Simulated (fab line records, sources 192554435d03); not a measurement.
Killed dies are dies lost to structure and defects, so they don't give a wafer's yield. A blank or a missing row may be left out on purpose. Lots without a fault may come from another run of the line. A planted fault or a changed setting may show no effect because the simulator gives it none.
Chamber matching | flow n5_finfet | N5_BEOL_M4_DESCUM_33 on rie_diel-02: 4 sister chambers
The step chemistry O2, time 7 s. 16 wafers are shown with their chamber, then 8 later ones without.

WAFERS WITH THEIR CHAMBER
wafer  | chamber | drypump_motor_current_A (A) | showerhead_plenum_p_Torr (Torr) | throttle_valve_pct (%)
L074.2 | 3       | 5.5                         | 2.05                            | 20.43
L074.3 | 0       | 5.4                         | 2.11                            | 20.20
L074.4 | 3       | 5.5                         | 2.05                            | 20.41
L077.1 | 3       | 5.5                         | 2.05                            | 20.43
L077.4 | 0       | 5.4                         | 2.11                            | 20.20
L077.6 | 2       | 6.6                         | 2.02                            | 20.40
L081.2 | 1       | 5.3                         | 2.11                            | 20.24
L081.4 | 0       | 5.4                         | 2.10                            | 20.21
L081.5 | 2       | 6.6                         | 2.02                            | 20.43
L080.1 | 0       | 5.4                         | 2.10                            | 20.21
L080.2 | 2       | 6.5                         | 2.02                            | 20.42
L080.4 | 3       | 5.5                         | 2.04                            | 20.45
L086.1 | 3       | 5.5                         | 2.04                            | 20.46
L086.2 | 1       | 5.4                         | 2.11                            | 20.25
L086.3 | 2       | 6.6                         | 2.01                            | 20.45
L087.1 | 3       | 5.5                         | 2.04                            | 20.45

SIGNATURES (means of the wafers above)
reading                  | chamber 0 | chamber 1 | chamber 2 | chamber 3 | scatter within a chamber
drypump_motor_current_A  | 5.400     | 5.350     | 6.575     | 5.500     | 0.0323
showerhead_plenum_p_Torr | 2.1050    | 2.1100    | 2.0175    | 2.0450    | 0.0052
throttle_valve_pct       | 20.2050   | 20.2450   | 20.4250   | 20.4383   | 0.0162
Rule: a wafer's distance from a chamber is the root of the sum, over the readings, of the square of ((its reading less the chamber's mean) divided by the reading's scatter). The wafer belongs to the nearest chamber; if the next one is less than 2 further off, it can't be placed. The scatter: the root of (the sum of the squares of (reading less its chamber's mean) over the shown wafers, divided by (wafers less chambers)).

WAFERS WITHOUT THEIR CHAMBER
wafer  | drypump_motor_current_A (A) | showerhead_plenum_p_Torr (Torr) | throttle_valve_pct (%)
L087.3 | 5.4                         | 2.10                            | 20.23
L087.4 | 5.4                         | 2.11                            | 20.25
L092.2 | 5.5                         | 2.04                            | 20.47
L092.3 | 5.4                         | 2.10                            | 20.27
L092.4 | 6.6                         | 2.01                            | 20.45
L093.1 | 5.5                         | 2.04                            | 20.49
L093.2 | 6.6                         | 2.01                            | 20.47
L093.4 | 5.4                         | 2.10                            | 20.26

WHICH CHAMBER EACH WENT THROUGH
wafer  | from the rows above     | in truth
L087.3 | can't be placed: 0 or 1 | 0
L087.4 | can't be placed: 1 or 0 | 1
L092.2 | 3                       | 3
L092.3 | can't be placed: 1 or 0 | 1
L092.4 | 2                       | 2
L093.1 | 3                       | 3
L093.2 | 2                       | 2
L093.4 | can't be placed: 1 or 0 | 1
Placed correctly: 4 of 8. Can't be placed from these rows: 4 (the true chamber is among the candidates in 4). Placed wrongly: 0.
